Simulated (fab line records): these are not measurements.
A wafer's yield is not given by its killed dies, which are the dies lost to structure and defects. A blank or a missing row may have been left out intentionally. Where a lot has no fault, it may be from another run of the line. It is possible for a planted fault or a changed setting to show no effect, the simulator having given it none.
Which of the tools did it? + flow n5 finfet + 36 wafers from 12 lots sampled at 2 of the route's 1938 steps

WHAT EACH GAUGE READ, for each wafer
N5_BEOL_M5_INSPECT_30: inspects for defects (brightfield).
| lot  | measured     | on                | raw defect count |
|------|--------------|-------------------|------------------|
| L075 | day 8 06:57  | defect inspect-02 | 357 397 451      |
| L077 | day 9 04:45  | defect inspect-01 | 205 207 243      |
| L079 | day 9 15:42  | defect inspect-01 | 325 312 334      |
| L081 | day 9 22:31  | defect inspect-02 | 466 509 458      |
| L083 | day 10 21:26 | defect inspect-02 | 351 295 264      |
| L084 | day 11 04:10 | defect inspect-01 | 481 554 419      |
| L087 | day 11 06:29 | defect inspect-01 | 397 458 401      |
| L089 | day 12 18:17 | defect inspect-01 | 340 337 354      |
| L090 | day 12 18:07 | defect inspect-02 | 351 343 465      |
| L092 | day 13 00:27 | defect inspect-02 | 509 405 390      |
| L095 | day 13 20:26 | defect inspect-02 | 435 372 527      |
| L097 | day 14 04:09 | defect inspect-01 | 472 422 407      |

WHAT TOOL EACH LOT RAN ON (gives the tool, then ch and the chambers of the sampled wafers, and finally the start)
| lot  | N5_BEOL_M5_DESCUM_16               |
|------|------------------------------------|
| L075 | rie diel-01 ch 1,3, day 8 03:07    |
| L077 | rie diel-04 ch 1,2, day 9 03:43    |
| L079 | rie diel-01 ch 0,2,3, day 9 13:01  |
| L081 | rie diel-04 ch 1,2, day 9 21:32    |
| L083 | rie diel-01 ch 0,3, day 10 19:10   |
| L084 | rie diel-04 ch 1,2, day 11 01:43   |
| L087 | rie diel-04 ch 1,3, day 11 05:20   |
| L089 | rie diel-04 ch 0,1, day 12 16:35   |
| L090 | rie diel-05 ch 0,1,2, day 12 16:55 |
| L092 | rie diel-05 ch 0,1,2, day 12 19:50 |
| L095 | rie diel-01 ch 2,3, day 13 16:11   |
| L097 | rie diel-04 ch 0,1,2, day 14 01:16 |
- N5_BEOL_M5_DESCUM_16: chemistry O2, time 7 s.

THE ANSWER, worked out from the rows above alone
Rule: usual is defined by the lots themselves. The widest of any qualifying gaps counts: lots, ordered by their means at a reading, are off when they make up no more than a third of the lots, leave a main group of 4 or more, and stand apart from it by 3 or more times the standard deviation of that group's means. If all means in a main group match to the digits the tables above print for the reading, that group is not used. Also off: a lot with no number at a reading for which 4 or more lots have one. Any other lot the step has rows for is counted as sound.
No lot is off on any of the readings shown, so nothing can be concluded from this.

WHAT WAS PUT IN BY THE SIMULATOR
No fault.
